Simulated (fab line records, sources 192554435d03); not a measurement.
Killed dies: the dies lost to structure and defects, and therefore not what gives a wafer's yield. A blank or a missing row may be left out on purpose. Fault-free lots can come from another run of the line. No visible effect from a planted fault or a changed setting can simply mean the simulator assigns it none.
fab line records	flow n5-finfet
record lots=10	wafers=29	last-day=18
route steps=1938 shown BEOL_M0_SAQP@690 BEOL_M0_CUTY@705 BEOL_M4@1111 PASSIVATION@1936
lots that met no fault: from a run of the same line without faults
start-h: hours from the record's first day to the start of the lot's first wafer shown	wait-h: hours since the lot's step before	" same as the row above	L1.1+2: a row that stands for several wafers	- no value, or no start given	* or withheld: withheld	< > ~ a bound
route shown NAME@n: names a module that has steps shown in the file, with the first one's number in the route	usual: the fault-free wafers' mean and standard deviation	same: alike in all rows	chamber/n: place in a boat	sites: each site's reading	_std_site: how widely they spread, as a standard deviation	_edge_site: the outer-site mean with the inner-site mean subtracted	radius-mm: for every site, how far away it sits from the centre of the wafer	mask NAME#n: copy n	behind: the tool/chamber that last shaped the wafer	hold: what put the lot on hold/how long, in hours/how the hold closed	device: whichever transistor did not switch (one of n, p or np)	end of line: the same wafers' tests at the end of the route	a step without rows: its recipe alone	killed: dies lost to structure and defects at the first sort, not the wafer's yield	map: a wafer's dies, x killed, . not, _ none there
set.NAME: the setting as run; set.NAME@STEP: as run at that earlier step	model.NAME: the simulator's own value behind a step, which no gauge read
one table for each step of the route and one row for each wafer, over a sample of lots
services: a tool's chamber out of use, with start hour (start-h, from the record's first day; less than 0 if before it), hours out, and reason
## steps
# step N5_BEOL_M0_SAQP_OVL_MEAS_41
# recipe points-per-wafer=522
# usual M0_CUT1_OVL=0.2/0.58
lot.wafer	tool	chamber	start-h	wait-h	M0_CUT1_OVL[nm]
L927.5	overlay-02	0	110.70	0.0	0.4
L927.6	"	0	"	"	-0.3
L929.3	overlay-01	0	122.94	0.0	1.0
L929.4	"	0	"	"	0.5
L929.6	"	0	"	"	0.8
L931.2	overlay-02	0	137.11	0.0	0.6
L931.3	"	0	"	"	0.8
L931.6	"	0	"	"	0.1
L934.1	overlay-01	0	155.63	0.0	0.5
L934.4	"	0	"	"	0.2
L934.5	"	0	"	"	0.1
L933.1	overlay-02	0	161.43	0.0	0.9
L933.4	"	0	"	"	0.5
L933.5	"	0	"	"	0.2
L935.1	overlay-01	0	166.00	0.0	-0.2
L935.3	"	0	"	"	-0.1
L935.4	"	0	"	"	-0.3
L937.1	overlay-01	0	176.67	0.0	0.1
L937.3	"	0	"	"	0.2
L937.6	"	0	"	"	1.5
L938.2	overlay-02	0	184.66	0.0	0.2
L938.4	"	0	"	"	-0.2
L938.5	"	0	"	"	0.3
L944.4	overlay-02	0	216.41	0.0	0.3
L944.5	"	0	"	"	-1.2
L944.6	"	0	"	"	0.1
L950.2	overlay-02	0	252.86	0.0	-0.8
L950.4	"	0	"	"	-0.6
L950.6	"	0	"	"	-0.3
# step N5_BEOL_M0_SAQP_INSPECT_42
# recipe mode=adi	inspect-instrument=brightfield
# usual raw-defect-count=275/78
lot.wafer	tool	chamber	start-h	wait-h	raw-defect-count
L927.5	defect-inspect-01	-	110.73	0.0	232
L927.6	"	-	"	"	273
L929.3	defect-inspect-01	-	122.99	0.0	307
L929.4	"	-	"	"	388
L929.6	"	-	"	"	276
L931.2	defect-inspect-02	-	137.17	0.0	328
L931.3	"	-	"	"	220
L931.6	"	-	"	"	213
L934.1	defect-inspect-01	-	155.69	0.1	294
L934.4	"	-	"	"	305
L934.5	"	-	"	"	383
L933.1	defect-inspect-02	-	161.49	0.1	624
L933.4	"	-	"	"	383
L933.5	"	-	"	"	371
L935.1	defect-inspect-01	-	166.06	0.1	272
L935.3	"	-	"	"	299
L935.4	"	-	"	"	315
L937.1	defect-inspect-01	-	176.73	0.1	232
L937.3	"	-	"	"	433
L937.6	"	-	"	"	294
L938.2	defect-inspect-02	-	184.71	0.0	228
L938.4	"	-	"	"	207
L938.5	"	-	"	"	220
L944.4	defect-inspect-02	-	216.46	0.0	271
L944.5	"	-	"	"	262
L944.6	"	-	"	"	289
L950.2	defect-inspect-02	-	252.92	0.0	421
L950.4	"	-	"	"	317
L950.6	"	-	"	"	407
# step N5_BEOL_M0_CUTY_EXPOSE_54
# recipe mask-id=M0_ABLK	na=1.35	source-shape=conventional	sigma-outer=0.8	polarization=unpolarized	dose-mj=36
# usual exposure-dose-mJ-cm2=35.99/0.04
lot.wafer	tool	chamber	start-h	wait-h	mask	exposure-dose-mJ-cm2
L927.5	arfi-scanner-01	0	111.97	-	M0_ABLK#0	35.96
L927.6	"	0	"	"	M0_ABLK#0	35.99
L929.3	arfi-scanner-01	0	124.28	-	M0_ABLK#0	35.98
L929.4	"	0	"	"	M0_ABLK#0	36.00
L929.6	"	0	"	"	M0_ABLK#0	35.99
L931.2	arfi-scanner-01	0	138.42	-	M0_ABLK#0	35.94
L931.3	"	0	"	"	M0_ABLK#0	35.92
L931.6	"	0	"	"	M0_ABLK#0	35.91
L934.1	arfi-scanner-01	0	157.34	-	M0_ABLK#0	35.93
L934.4	"	0	"	"	M0_ABLK#0	35.98
L934.5	"	0	"	"	M0_ABLK#0	35.97
L933.1	arfi-scanner-02	0	162.70	-	M0_ABLK#0	36.06
L933.4	"	0	"	"	M0_ABLK#0	36.12
L933.5	"	0	"	"	M0_ABLK#0	36.02
L935.1	arfi-scanner-03	0	167.27	-	M0_ABLK#0	35.92
L935.3	"	0	"	"	M0_ABLK#0	35.99
L935.4	"	0	"	"	M0_ABLK#0	36.01
L937.1	arfi-scanner-01	0	178.13	-	M0_ABLK#0	35.99
L937.3	"	0	"	"	M0_ABLK#0	35.98
L937.6	"	0	"	"	M0_ABLK#0	35.98
L938.2	arfi-scanner-02	0	186.29	-	M0_ABLK#0	35.98
L938.4	"	0	"	"	M0_ABLK#0	36.03
L938.5	"	0	"	"	M0_ABLK#0	36.00
L944.4	arfi-scanner-02	0	217.68	-	M0_ABLK#0	32.38
L944.5	"	0	"	"	M0_ABLK#0	32.44
L944.6	"	0	"	"	M0_ABLK#0	32.36
L950.2	arfi-scanner-01	0	254.17	-	M0_ABLK#0	36.03
L950.4	"	0	"	"	M0_ABLK#0	35.96
L950.6	"	0	"	"	M0_ABLK#0	36.05
# step N5_BEOL_M0_CUTY_CD_MEAS_57
# recipe target-cd-nm=200	landing-energy-ev=500	detector=se-inlens	polarity=line
# usual cd-nm=200.2/1
lot.wafer	tool	chamber	start-h	wait-h	cd-nm
L927.5	cd-sem-02	0	112.07	-	200.1
L927.6	"	0	"	"	200.6
L929.3	cd-sem-03	0	124.40	-	200.4
L929.4	"	0	"	"	200.6
L929.6	"	0	"	"	200.6
L931.2	cd-sem-01	0	138.54	-	200.6
L931.3	"	0	"	"	200.9
L931.6	"	0	"	"	200.2
L934.1	cd-sem-03	0	157.47	-	201.0
L934.4	"	0	"	"	201.5
L934.5	"	0	"	"	200.6
L933.1	cd-sem-01	0	162.82	-	199.8
L933.4	"	0	"	"	199.8
L933.5	"	0	"	"	201.1
L935.1	cd-sem-03	0	167.39	-	199.2
L935.3	"	0	"	"	200.7
L935.4	"	0	"	"	200.1
L937.1	cd-sem-03	0	178.25	-	200.1
L937.3	"	0	"	"	199.2
L937.6	"	0	"	"	201.2
L938.2	cd-sem-02	0	186.41	-	200.9
L938.4	"	0	"	"	201.0
L938.5	"	0	"	"	199.0
L944.4	cd-sem-02	0	217.80	-	146.2
L944.5	"	0	"	"	187.6
L944.6	"	0	"	"	148.5
L950.2	cd-sem-02	0	254.29	-	202.6
L950.4	"	0	"	"	200.9
L950.6	"	0	"	"	202.6
# step N5_BEOL_M0_CUTY_OVL_MEAS_58
# recipe points-per-wafer=44
# usual M0_ABLK_OVL=-0.1/0.86
lot.wafer	tool	chamber	start-h	wait-h	M0_ABLK_OVL[nm]
L927.5	overlay-02	0	112.10	0.0	1.0
L927.6	"	0	"	"	-0.1
L929.3	overlay-02	0	124.42	0.0	0.0
L929.4	"	0	"	"	0.2
L929.6	"	0	"	"	1.0
L931.2	overlay-01	0	138.56	0.0	-0.2
L931.3	"	0	"	"	-0.7
L931.6	"	0	"	"	-0.2
L934.1	overlay-01	0	157.50	0.0	0.3
L934.4	"	0	"	"	-0.5
L934.5	"	0	"	"	-0.6
L933.1	overlay-01	0	162.85	0.0	-0.1
L933.4	"	0	"	"	-0.4
L933.5	"	0	"	"	-0.8
L935.1	overlay-02	0	167.42	0.0	0.5
L935.3	"	0	"	"	-0.6
L935.4	"	0	"	"	-0.2
L937.1	overlay-02	0	178.28	0.0	0.4
L937.3	"	0	"	"	-0.3
L937.6	"	0	"	"	1.4
L938.2	overlay-01	0	186.44	0.0	0.5
L938.4	"	0	"	"	0.5
L938.5	"	0	"	"	1.3
L944.4	overlay-02	0	217.82	0.0	-1.4
L944.5	"	0	"	"	-0.3
L944.6	"	0	"	"	-0.1
L950.2	overlay-01	0	254.32	0.0	-0.3
L950.4	"	0	"	"	0.9
L950.6	"	0	"	"	-0.9
# step N5_BEOL_M4_RC_MEAS_101
# usual DIBL_N=36.1/2.5	DIBL_P=36/3.3	IOFF_N=0.16/0.046	IOFF_P=0.20/0.051	ION_N=676/16	ION_P=462/11	SS_N=71.6/0.87	SS_P=73.2/0.86	VT_N=251/4.4	VT_P=-252/4.6
lot.wafer	tool	chamber	start-h	wait-h	DIBL_N[mV/V]	DIBL_P[mV/V]	IOFF_N[nA/um]	IOFF_P[nA/um]	ION_N[uA/um]	ION_P[uA/um]	SS_N[mV/dec]	SS_P[mV/dec]	VT_N[mV]	VT_P[mV]
L927.5	prober-02	0	201.20	0.6	36.6	37	0.17	0.21	683	459	71.8	73.2	249	-250
L927.6	"	0	"	"	37.9	39	0.20	0.26	692	472	72.5	74.2	248	-248
L929.3	prober-02	0	208.42	0.3	37.8	36	0.17	0.22	690	469	71.1	73.6	249	-248
L929.4	"	0	"	"	31.4	29	0.09	0.13	667	461	70.0	71.8	255	-257
L929.6	"	0	"	"	38.4	35	0.17	0.19	676	463	71.7	72.9	253	-249
L931.2	prober-01	0	231.99	0.2	41.4	40	0.26	0.23	679	461	74.1	74.1	248	-252
L931.3	"	0	"	"	34.6	34	0.13	0.16	680	467	71.1	72.8	254	-253
L931.6	"	0	"	"	33.7	32	0.11	0.14	660	451	70.6	72.3	255	-256
L934.1	prober-01	0	235.91	0.0	33.5	33	0.12	0.16	688	473	70.3	72.1	253	-253
L934.4	"	0	"	"	36.6	37	0.17	0.22	677	462	72.3	73.1	247	-251
L934.5	"	0	"	"	35.9	36	0.15	0.19	699	472	71.2	72.9	251	-251
L933.1	prober-02	0	247.77	0.0	36.1	38	0.14	0.17	685	462	72.3	73.4	253	-256
L933.4	"	0	"	"	34.7	37	0.13	0.16	680	460	70.9	73.3	252	-254
L933.5	"	0	"	"	37.5	40	0.17	0.21	683	468	72.2	73.8	250	-252
L935.1	prober-02	0	262.91	0.0	35.9	37	0.15	0.20	668	463	72.0	72.9	251	-251
L935.3	"	0	"	"	34.8	35	0.13	0.18	675	457	71.6	72.4	251	-252
L935.4	"	0	"	"	37.7	39	0.19	0.26	677	469	72.3	73.9	247	-247
L937.1	prober-02	0	266.39	0.0	36.7	35	0.16	0.22	694	474	71.3	73.3	246	-247
L937.3	"	0	"	"	36.9	36	0.16	0.22	689	472	72.2	73.1	250	-249
L937.6	"	0	"	"	33.7	34	0.12	0.19	669	471	71.1	72.6	254	-251
L938.2	prober-02	0	270.40	0.2	39.0	35	0.18	0.17	661	443	73.2	73.4	254	-253
L938.4	"	0	"	"	34.0	30	0.10	0.12	657	450	70.7	72.7	258	-259
L938.5	"	0	"	"	33.2	29	0.10	0.11	666	447	70.3	71.5	260	-262
L944.5	prober-01	0	307.61	0.6	36.5	36	0.13	0.18	673	463	71.2	73.1	254	-251
L950.2	prober-02	0	320.47	0.2	33.5	32	0.12	0.16	678	463	70.9	72.3	252	-254
L950.4	"	0	"	"	37.8	38	0.20	0.27	695	481	72.0	74.1	245	-243
L950.6	"	0	"	"	37.6	38	0.18	0.26	696	482	71.1	73.7	247	-245
# step N5_PASSIVATION_PROBE_49
# usual defect-limited-yield=91.0/1.4	killed_at_M0_to_M3=34/10	killed_at_M4_up=15/5.5	killed-at-contacts=12/6.1	killed-at-front-end=41/12	killed-at-other=4/3.4	killed-dies=106/17	killed-on-rim=14/4	killed-open=70/13	killed-short=34/7.4	sort_bin_5_function=5.3/1	sort_bin_6_memory=3.4/0.69	sort_bin_8_speed=0.03/0.22	sort-n-pass=1073/17	sort-yield-pct=91.0/1.4
# same gross-dies=1180	killed-at-back-side=0	sort_bin_4_leakage[%]=0
lot.wafer	tool	chamber	start-h	wait-h	defect-limited-yield[%]	killed_at_M0_to_M3	killed_at_M4_up	killed-at-contacts	killed-at-front-end	killed-at-other	killed-dies	killed-on-rim	killed-open	killed-short	sort_bin_5_function[%]	sort_bin_6_memory[%]	sort_bin_8_speed[%]	sort-n-pass	sort-yield-pct[%]
L929.3	prober-01	-	309.24	0.1	90.8	47	24	11	24	2	108	21	77	27	4.5	4.4	0	1072	90.8
L929.4	prober-01	-	309.29	0.2	90.7	37	15	14	44	0	110	15	76	27	5.3	3.9	0	1070	90.7
L929.6	prober-01	-	309.39	0.3	92.2	29	11	7	43	2	92	13	63	28	4.4	3.2	0	1088	92.2
L927.5	prober-02	-	314.09	0.2	93.6	21	21	5	28	0	75	6	50	20	3.9	1.9	0	1105	93.6
L927.6	prober-02	-	314.14	0.3	93.8	15	8	13	36	1	73	11	39	30	3.7	2.0	0	1107	93.8
L931.2	prober-01	-	333.96	0.1	88.2	33	24	9	69	4	139	19	95	43	6.7	4.7	0	1041	88.2
L931.3	prober-01	-	334.01	0.1	91.4	25	20	10	45	2	102	6	66	36	4.9	3.6	0	1078	91.4
L931.6	prober-01	-	334.16	0.3	91.0	26	16	16	42	6	106	11	66	40	4.8	3.6	0	1074	91.0
L934.1	prober-02	-	346.82	0.0	91.5	20	18	12	46	4	100	14	57	42	5.2	3.0	0	1080	91.5
L934.4	prober-02	-	346.97	0.2	90.1	36	5	16	49	11	117	12	71	43	6.0	3.3	0	1063	90.1
L934.5	prober-02	-	347.02	0.2	89.8	39	17	25	37	2	120	14	87	31	5.6	4.2	0	1060	89.8
L933.1	prober-01	-	351.21	0.0	90.4	38	14	11	49	1	113	14	82	30	5.4	4.0	0	1067	90.4
L933.4	prober-01	-	351.36	0.2	91.7	31	17	5	43	2	98	10	69	25	5.3	2.5	0	1082	91.7
L933.5	prober-01	-	351.41	0.2	90.8	23	24	17	39	6	109	15	74	32	5.6	3.4	0	1071	90.8
L938.2	prober-01	-	380.01	0.1	90.4	51	12	9	38	3	113	19	75	37	5.2	4.3	0	1067	90.4
L938.4	prober-01	-	380.11	0.2	91.8	31	9	7	40	10	97	9	63	34	5.5	2.5	0	1083	91.8
L938.5	prober-01	-	380.16	0.2	90.7	44	16	9	40	1	110	15	64	46	5.5	3.6	0	1070	90.7
L937.1	prober-02	-	381.93	0.0	90.4	32	18	6	55	2	113	22	77	26	4.9	3.8	0	1067	90.4
L937.3	prober-02	-	382.03	0.1	92.2	29	17	8	37	1	92	13	48	36	4.7	2.3	0	1088	92.2
L937.6	prober-02	-	382.18	0.3	89.3	32	22	5	65	2	126	18	83	34	6.9	3.1	0	1054	89.3
L935.1	prober-01	-	383.89	0.0	88.7	37	21	13	51	11	133	11	96	36	6.9	4.1	0	1047	88.7
L935.3	prober-01	-	383.99	0.1	91.9	23	14	10	42	7	96	14	61	33	5.2	2.8	0	1084	91.9
L935.4	prober-01	-	384.04	0.2	91.8	34	12	7	38	6	97	7	58	36	4.5	3.2	0	1083	91.8
L944.4	prober-01	-	419.73	0.2	0	1119	10	8	36	7	1180	152	57	26	97.9	1.9	0	0	0
L944.5	prober-01	-	419.78	0.2	88.8	32	13	16	57	14	132	25	82	48	6.9	3.8	0	1048	88.8
L944.6	prober-01	-	419.83	0.3	0.5	1107	10	10	44	3	1174	152	66	42	96.3	2.6	0	6	0.5
L950.2	prober-02	-	436.70	0.1	90.2	45	9	24	31	7	116	15	81	32	5.6	3.6	0	1064	90.2
L950.4	prober-02	-	436.80	0.2	92.1	25	15	14	31	8	93	16	58	31	3.0	4.2	0	1087	92.1
L950.6	prober-02	-	436.90	0.3	93.7	25	7	10	28	4	74	16	46	22	3.2	2.6	0.08	1106	93.7
# killed by level:class
L929.3 BEOL_M2:geometric-particle:open=16 BEOL_M4:geometric-particle:open=16 BEOL_M0_SAQP:geometric-particle:short=9 MOL_CONTACT_COAG:geometric-particle:open=8 BEOL_M0_SAQP:geometric-particle:open=6 BEOL_M1:geometric-particle:open=6 FIN_SAQP:geometric-particle:open=5 FIN_SAQP:geometric-particle:short=4
L929.4 STI_FIN_REVEAL:geometric-particle:open=23 BEOL_M0_SAQP:geometric-particle:open=10 BEOL_M2:geometric-particle:open=10 MOL_CONTACT_COAG:geometric-particle:open=8 STI_FIN_REVEAL:geometric-particle:short=6 MOL_CONTACT_COAG:geometric-particle:short=6 BEOL_M3:geometric-particle:open=6 FIN_SAQP:geometric-particle:short=4
L929.6 STI_FIN_REVEAL:geometric-particle:open=22 BEOL_M2:geometric-particle:open=10 FIN_SAQP:geometric-particle:short=7 STI_FIN_REVEAL:geometric-particle:short=6 MOL_CONTACT_COAG:geometric-particle:open=6 BEOL_M0_SAQP:geometric-particle:short=4 BEOL_M1:geometric-particle:open=4 BEOL_M3:geometric-particle:open=4
L927.5 BEOL_M4:geometric-particle:open=9 BEOL_M5:geometric-particle:open=9 FIN_SAQP:geometric-particle:short=7 FIN_SAQP:geometric-particle:open=6 HKMG_FIN:area-etch=5 MOL_CONTACT_COAG:geometric-particle:open=4 BEOL_M0_SAQP:geometric-particle:open=4 BEOL_M2:geometric-particle:short=4
L927.6 FIN_SAQP:geometric-particle:short=11 MOL_CONTACT_COAG:geometric-particle:open=10 FIN_SAQP:geometric-particle:open=6 BEOL_M3:geometric-particle:open=4 STI_FIN_REVEAL:geometric-particle:short=3 STI_FIN_REVEAL:geometric-particle:open=3 GATE_CUT:geometric-particle:short=3 MOL_CONTACT_COAG:geometric-particle:short=3
L931.2 STI_FIN_REVEAL:geometric-particle:open=17 FIN_SAQP:geometric-particle:open=14 BEOL_M4:geometric-particle:open=14 FIN_SAQP:geometric-particle:short=13 BEOL_M3:geometric-particle:open=9 MOL_CONTACT_COAG:geometric-particle:open=8 BEOL_M0_SAQP:geometric-particle:open=6 BEOL_M1:geometric-particle:open=6
L931.3 STI_FIN_REVEAL:geometric-particle:open=17 BEOL_M4:geometric-particle:open=11 BEOL_M3:geometric-particle:open=7 MOL_CONTACT_COAG:geometric-particle:short=6 FIN_SAQP:geometric-particle:open=5 ILD0:geometric-particle:short=5 BEOL_M0_SAQP:geometric-particle:short=5 MOL_CONTACT_COAG:geometric-particle:open=4
L931.6 MOL_CONTACT_COAG:geometric-particle:open=15 BEOL_M4:geometric-particle:open=10 BEOL_M3:geometric-particle:open=9 FIN_SAQP:geometric-particle:open=7 FIN_SAQP:geometric-particle:short=6 BEOL_M0_SAQP:geometric-particle:short=6 STI_FIN_REVEAL:geometric-particle:open=5 GATE_CUT:geometric-particle:short=5
L934.1 GATE_CUT:geometric-particle:short=10 MOL_CONTACT_COAG:geometric-particle:open=10 STI_FIN_REVEAL:geometric-particle:open=8 BEOL_M0_SAQP:geometric-particle:short=8 FIN_SAQP:geometric-particle:open=6 BEOL_M4:geometric-particle:open=6 FIN_SAQP:geometric-particle:short=5 BEOL_M3:geometric-particle:open=4
L934.4 MOL_CONTACT_COAG:geometric-particle:open=13 BEOL_M0_SAQP:geometric-particle:short=10 STI_FIN_REVEAL:geometric-particle:open=9 GATE_CUT:geometric-particle:short=7 PASS1_CAP:geometric-particle:open=7 BEOL_M3:geometric-particle:open=7 DUMMY_GATE:geometric-particle:open=6 GATE_CUT:geometric-particle:open=6
L934.5 MOL_CONTACT_COAG:geometric-particle:open=23 BEOL_M0_SAQP:geometric-particle:open=10 BEOL_M3:geometric-particle:open=10 BEOL_M0_SAQP:geometric-particle:short=8 DUMMY_GATE:geometric-particle:open=7 STI_FIN_REVEAL:geometric-particle:open=6 BEOL_M4:geometric-particle:open=6 FIN_SAQP:geometric-particle:open=5
L933.1 FIN_SAQP:geometric-particle:open=15 STI_FIN_REVEAL:geometric-particle:open=12 BEOL_M0_SAQP:geometric-particle:short=12 BEOL_M0_SAQP:geometric-particle:open=10 MOL_CONTACT_COAG:geometric-particle:open=8 BEOL_M3:geometric-particle:open=7 GATE_CUT:geometric-particle:short=6 BEOL_M4:geometric-particle:open=6
L933.4 STI_FIN_REVEAL:geometric-particle:open=11 BEOL_M0_SAQP:geometric-particle:open=11 FIN_SAQP:geometric-particle:open=9 BEOL_M0:geometric-particle:open=6 BEOL_M4:geometric-particle:open=5 STARTING-WAFER:geometric-particle:open=5 FIN_SAQP:geometric-particle:short=4 STI_FIN_REVEAL:geometric-particle:short=4
L933.5 MOL_CONTACT_COAG:geometric-particle:open=13 STI_FIN_REVEAL:geometric-particle:open=12 BEOL_M4:geometric-particle:open=12 BEOL_M0_SAQP:geometric-particle:short=9 STI_FIN_REVEAL:geometric-particle:short=5 PASS1_CAP:geometric-particle:open=5 DUMMY_GATE:geometric-particle:open=5 GATE_CUT:geometric-particle:short=5
L938.2 BEOL_M2:geometric-particle:open=14 BEOL_M0_SAQP:geometric-particle:open=12 BEOL_M0_SAQP:geometric-particle:short=11 FIN_SAQP:geometric-particle:open=10 DUMMY_GATE:geometric-particle:open=10 FIN_SAQP:geometric-particle:short=8 MOL_CONTACT_COAG:geometric-particle:open=6 BEOL_M1:geometric-particle:open=5
L938.4 STI_FIN_REVEAL:geometric-particle:open=10 FIN_SAQP:geometric-particle:short=7 MOL_CONTACT_COAG:geometric-particle:open=7 BEOL_M3:geometric-particle:open=6 FIN_SAQP:geometric-particle:open=6 BEOL_M1:geometric-particle:open=6 DUMMY_GATE:geometric-particle:open=5 BEOL_M0_SAQP:geometric-particle:short=5
L938.5 BEOL_M0_SAQP:geometric-particle:short=16 FIN_SAQP:geometric-particle:short=15 FIN_SAQP:geometric-particle:open=9 MOL_CONTACT_COAG:geometric-particle:open=8 BEOL_M0_SAQP:geometric-particle:open=8 BEOL_M2:geometric-particle:open=8 BEOL_M5:geometric-particle:open=7 BEOL_M3:geometric-particle:open=5
L937.1 STI_FIN_REVEAL:geometric-particle:open=17 FIN_SAQP:geometric-particle:open=12 BEOL_M2:geometric-particle:open=12 BEOL_M0_SAQP:geometric-particle:open=10 HKMG_FIN:area-etch=7 FIN_SAQP:geometric-particle:short=6 BEOL_M4:geometric-particle:open=6 DUMMY_GATE:geometric-particle:open=4
L937.3 BEOL_M2:geometric-particle:open=7 MOL_CONTACT_COAG:geometric-particle:open=6 BEOL_M2:geometric-particle:short=6 HKMG_FIN:area-etch=6 GATE_CUT:geometric-particle:short=5 BEOL_M0_SAQP:geometric-particle:open=5 FIN_SAQP:geometric-particle:open=4 STI_FIN_REVEAL:geometric-particle:open=4
L937.6 STI_FIN_REVEAL:geometric-particle:open=20 BEOL_M5:geometric-particle:open=11 FIN_SAQP:geometric-particle:open=9 GATE_CUT:geometric-particle:short=8 BEOL_M2:geometric-particle:open=8 BEOL_M0_SAQP:geometric-particle:open=6 HKMG_FIN:area-etch=6 MOL_CONTACT_COAG:geometric-particle:open=5
L935.1 BEOL_M2:geometric-particle:open=17 MOL_CONTACT_COAG:geometric-particle:open=12 STI_FIN_REVEAL:geometric-particle:open=9 ILD0:geometric-particle:open=8 GATE_CUT:geometric-particle:short=8 BEOL_M0_SAQP:geometric-particle:open=8 BEOL_M4:geometric-particle:open=7 FIN_SAQP:geometric-particle:open=5
L935.3 STI_FIN_REVEAL:geometric-particle:open=10 BEOL_M4:geometric-particle:open=8 MOL_CONTACT_COAG:geometric-particle:open=7 FIN_SAQP:geometric-particle:short=6 FIN_SAQP:geometric-particle:open=6 BEOL_M0_SAQP:geometric-particle:open=6 GATE_CUT:geometric-particle:short=4 BEOL_M0_SAQP:geometric-particle:short=4
L935.4 BEOL_M0_SAQP:geometric-particle:open=13 BEOL_M0_SAQP:geometric-particle:short=7 FIN_SAQP:geometric-particle:short=6 STI_FIN_REVEAL:geometric-particle:short=6 MOL_CONTACT_COAG:geometric-particle:open=6 BEOL_M2:geometric-particle:open=6 BEOL_M4:geometric-particle:open=5 STI_FIN_REVEAL:geometric-particle:open=4
L944.4 BEOL_M0_CUTY:area-expose=1096 STI_FIN_REVEAL:geometric-particle:open=10 MOL_CONTACT_COAG:geometric-particle:open=8 GATE_CUT:geometric-particle:short=7 BEOL_M0_SAQP:geometric-particle:open=5 DUMMY_GATE:geometric-particle:open=4 BEOL_M0_SAQP:geometric-particle:short=4 BEOL_M3:geometric-particle:open=4
L944.5 MOL_CONTACT_COAG:geometric-particle:open=15 STI_FIN_REVEAL:geometric-particle:open=11 STI_FIN_REVEAL:geometric-particle:short=10 GATE_CUT:geometric-particle:short=9 BEOL_M1:geometric-particle:open=9 BEOL_M2:geometric-particle:open=6 FIN_SAQP:geometric-particle:short=5 FIN_SAQP:geometric-particle:open=5
L944.6 BEOL_M0_CUTY:area-expose=1065 BEOL_M0_SAQP:geometric-particle:short=13 FIN_SAQP:geometric-particle:short=10 BEOL_M2:geometric-particle:open=10 MOL_CONTACT_COAG:geometric-particle:open=10 BEOL_M0_SAQP:geometric-particle:open=7 FIN_SAQP:geometric-particle:open=6 STI_FIN_REVEAL:geometric-particle:open=5
L950.2 MOL_CONTACT_COAG:geometric-particle:open=19 BEOL_M0_SAQP:geometric-particle:open=12 BEOL_M0_SAQP:geometric-particle:short=10 BEOL_M1:geometric-particle:open=9 BEOL_M2:geometric-particle:open=8 FIN_SAQP:geometric-particle:open=7 STI_FIN_REVEAL:geometric-particle:open=5 MOL_CONTACT_COAG:geometric-particle:short=5
L950.4 MOL_CONTACT_COAG:geometric-particle:open=11 BEOL_M2:geometric-particle:open=9 BEOL_M0_SAQP:geometric-particle:open=8 BEOL_M4:geometric-particle:open=8 FIN_SAQP:geometric-particle:open=7 GATE_CUT:geometric-particle:short=4 BEOL_M0_SAQP:geometric-particle:short=4 PAD_METAL:geometric-particle:short=4
L950.6 MOL_CONTACT_COAG:geometric-particle:open=9 BEOL_M1:geometric-particle:open=7 BEOL_M0_SAQP:geometric-particle:short=5 DUMMY_GATE:geometric-particle:open=4 BEOL_M0_SAQP:geometric-particle:open=3 BEOL_M2:geometric-particle:open=3 BEOL_M3:geometric-particle:open=3 BEOL_M5:geometric-particle:open=3
## services
tool	chamber	start-h	hours	kind
arfi-scanner-02	0	105.22	-	calibration
arfi-scanner-03	-	115.00	1.0	pm
arfi-scanner-03	-	118.32	9.4	repair
arfi-scanner-01	-	120.81	0.8	pm
arfi-scanner-02	-	148.91	4.9	pm
arfi-scanner-03	-	161.10	0.8	pm
arfi-scanner-02	-	163.23	1.3	pm
arfi-scanner-01	0	165.39	-	calibration
arfi-scanner-02	-	171.67	1.0	pm
arfi-scanner-01	-	182.49	1.0	pm
arfi-scanner-02	-	183.13	1.0	pm
arfi-scanner-03	-	186.03	0.4	repair
arfi-scanner-03	-	189.27	1.0	pm
arfi-scanner-01	-	209.98	1.3	pm
arfi-scanner-03	-	211.71	1.3	pm
arfi-scanner-01	-	220.96	17.3	pm
arfi-scanner-03	-	223.46	0.2	repair
arfi-scanner-01	-	238.29	4.9	pm
arfi-scanner-01	-	243.97	1.0	pm
arfi-scanner-02	-	250.64	0.7	repair
## key
first-sign step=N5_BEOL_M0_CUTY_EXPOSE_54	reading=exposure-dose-mJ-cm2	direction=down	sigmas=89	usual=35.99	struck=32.39
effect step=N5_BEOL_M0_CUTY_CD_MEAS_57	reading=cd-nm	direction=down	sigmas=38	usual=200.2	struck=160.8	through=control-loop
effect step=N5_PASSIVATION_PROBE_49	reading=killed_at_M0_to_M3	direction=up	sigmas=72	usual=34	struck=753	wafers-moved=2
more-kills-born-at N5_BEOL_M0_CUTY_EXPOSE_54@arfi-scanner-02=2163
met-at N5_BEOL_M0_CUTY_EXPOSE_54
struck-lots L944
later-rows-left-out L944.4,L944.6
loop-trim step=N5_BEOL_M0_CUTY_EXPOSE_54	setting=dose	lots=L944
not-acting-at N5_BEOL_M0_SAQP_OVL_MEAS_41,N5_BEOL_M0_SAQP_INSPECT_42,N5_BEOL_M0_CUTY_OVL_MEAS_58
onset-between 186.29 217.68
fault kind=process-parameter-drift	tool=arfi-scanner-02	chamber=-	onset-h=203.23	steps=N5_BEOL_M0_CUTY_EXPOSE_54	channel=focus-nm	offset=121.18	spread-by-wafer=0.3	shape=step	end-h=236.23
# later-rows-left-out: the simulator's readings of these wafers behind a module that went badly wrong aren't trusted and aren't shown, but for the sort
# loop-trim: a control loop set the setting to another value than it would have without faults
